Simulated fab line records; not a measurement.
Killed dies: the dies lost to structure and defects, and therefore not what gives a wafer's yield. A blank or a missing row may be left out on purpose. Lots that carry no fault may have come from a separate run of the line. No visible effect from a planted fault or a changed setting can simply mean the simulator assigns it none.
A struck lot beside a sound one || flow nand-harc || 14 out of 1302 route steps
Sound: these wafers, L689.2, L689.5, L689.6. Struck: wafer L705.5 (L705.1, L705.6, from the same lot, were not struck and are left out); the cause is given at the end.
For every step that has rows: the tool of each side, followed by ch and its chambers, followed by its first start. Under that, the readings that differ: sound wafers || struck wafers || difference of the means || sigmas: that difference in standard deviations of wafers without a fault.
alike: a reading whose means differ by less than 2 such deviations, as well as words and numbers matching on both sides. not compared: withheld readings; readings where some wafer has no value; bounds like >300 that might hide an equal value; numbers whose values overlap and for which the record gives no deviation.
Wherever a step has rows on one side only, a row that says differs or no value, or a row with sigmas, the two part there. Non-overlapping numbers with no deviation appear without sigmas and do not part them. Lack of a reading on every wafer of one side parts them only where that side has two or more wafers.

first, 9 steps without rows for these wafers: NHARC_THIN_TSV_PVD_24 (deposits Al, target thk 800 nm); NHARC_THIN_TSV_DEHYDRATE_25 (time 120 s); NHARC_THIN_TSV_HMDS_26 (time 30 s); NHARC_THIN_TSV_COAT_27; NHARC_THIN_TSV_SOFTBAKE_28 (time 95 s); NHARC_THIN_TSV_EBR_29; NHARC_THIN_TSV_EXPOSE_30 (exposes mask PAD); NHARC_THIN_TSV_PEB_31 (peb time 85 s); NHARC_THIN_TSV_DEVELOP_32 (time 70 s).
NHARC_THIN_TSV_CD_MEAS_33: the cd target is 5000 nm.
  sound on cd-sem-01 ch 0, day 25 12:44; struck on cd-sem-01 ch 0, day 32 17:13
{"reading": "cd-nm (nm)", "sound": "4999.4 5003.1 5000.8", "struck": 4996.7, "difference": -4.4, "sigmas": -2}
then, 1 step without rows for these wafers: NHARC_THIN_TSV_HARDBAKE_34 (time 80 s).
NHARC_THIN_TSV_DESCUM_35: chemistry O2, time 3 s.
  sound on rie-diel-12 ch 0,3, day 25 12:54; struck on rie-diel-12 ch 1, day 32 17:23
  alike: drypump-motor-current-A, oes-product-au, rf-vpp-V, showerhead-plenum-p-Torr, throttle-valve-pct
  not compared: rf-hours-counter-h
NHARC_THIN_TSV_ETCH_59: etches the open film in Cl2/BCl3, target depth 880 nm, time 138.1 s.
  sound on rie-metal-01 ch 0,1, day 25 13:01; struck on rie-metal-01 ch 0, day 32 17:31
{"reading": "oes-product-au (a.u.)", "sound": "0.988 0.996 1.013", "struck": 0.939, "difference": -0.060, "sigmas": -6}
  alike: bcl3-flow-sccm, bias-w, drypump-motor-current-A, throttle-valve-pct
  not compared: rf-hours-counter-h
NHARC_THIN_TSV_ETCH_36: etches the open film in Cl2/BCl3, target depth 65 nm, time 18.571 s.
  sound on rie-metal-01 ch 0,1, day 25 13:17; struck on rie-metal-01 ch 1, day 32 17:46
  alike: drypump-motor-current-A, oes-product-au
  not compared: rf-hours-counter-h

## WHERE THEY PART
Last at NHARC_THIN_TSV_ETCH_59 as far as this record goes, first at NHARC_THIN_TSV_CD_MEAS_33. Later steps at which nothing parts them and some readings are alike: NHARC_THIN_TSV_ETCH_36.

WHY: what had been put in by the simulator
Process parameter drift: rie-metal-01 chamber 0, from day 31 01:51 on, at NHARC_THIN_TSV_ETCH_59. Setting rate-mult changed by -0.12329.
